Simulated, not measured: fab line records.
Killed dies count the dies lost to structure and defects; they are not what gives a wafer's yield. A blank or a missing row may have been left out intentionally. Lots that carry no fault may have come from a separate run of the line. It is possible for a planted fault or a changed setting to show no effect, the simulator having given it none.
Chamber matching + flow nandHarc + NHARC_A_STAIRCASE_DESCUM_291 on rieDiel-01 has 4 sister chambers
The step chemistry O2, time 3 s. 8 wafers are shown with their chamber, then 8 later ones without.

## WAFERS WITH THEIR CHAMBER
| wafer  | chamber | showerheadPlenumPTorr (Torr) | oesProductAu (a.u.) |
|--------|---------|------------------------------|---------------------|
| L076.1 | 3       | 1.85                         | 1.004               |
| L088.4 | 3       | 1.84                         | 0.993               |
| L088.6 | 2       | 1.78                         | 1.013               |
| L089.3 | 2       | 1.77                         | 1.008               |
| L089.6 | 1       | 1.93                         | 1.001               |
| L090.1 | 1       | 1.92                         | 1.007               |
| L090.6 | 0       | 2.06                         | 1.018               |
| L091.1 | 0       | 2.06                         | 0.999               |

## WAFERS WITH NO CHAMBER GIVEN
| wafer  | showerheadPlenumPTorr (Torr) | oesProductAu (a.u.) |
|--------|------------------------------|---------------------|
| L091.2 | 1.84                         | 0.984               |
| L091.3 | 1.92                         | 1.004               |
| L096.1 | 1.92                         | 0.996               |
| L096.3 | 2.07                         | 1.004               |
| L096.6 | 1.83                         | 0.992               |
| L095.3 | 2.07                         | 1.007               |
| L095.4 | 2.05                         | 0.972               |
| L095.6 | 1.83                         | 0.991               |

## THE CHAMBER EACH PASSED THROUGH
| wafer  | from the rows above | in truth                   |
|--------|---------------------|----------------------------|
| L091.2 | 3                   | 3                          |
| L091.3 | 1                   | 1                          |
| L096.1 | 1                   | 1                          |
| L096.3 | 0                   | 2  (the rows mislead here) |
| L096.6 | 3                   | 3                          |
| L095.3 | 0                   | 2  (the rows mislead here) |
| L095.4 | 0                   | 0                          |
| L095.6 | 3                   | 3                          |
6 of 8 placed correctly. Not placeable from these rows: 0. Wrongly placed: 2.
How it was worked out, from the rows above alone: a wafer's distance from a chamber is the root of the sum, over the readings, of the square of ((its reading less the chamber's mean) divided by the reading's scatter). If the next closest chamber is less than 2 further off than the closest, the wafer can't be placed; otherwise it belongs to the closest. A chamber's mean is the mean of its shown wafers. How the scatter is found: for the shown wafers, subtract from each reading the mean of its chamber, square and add these, divide the total by (wafers less chambers), then take the root.
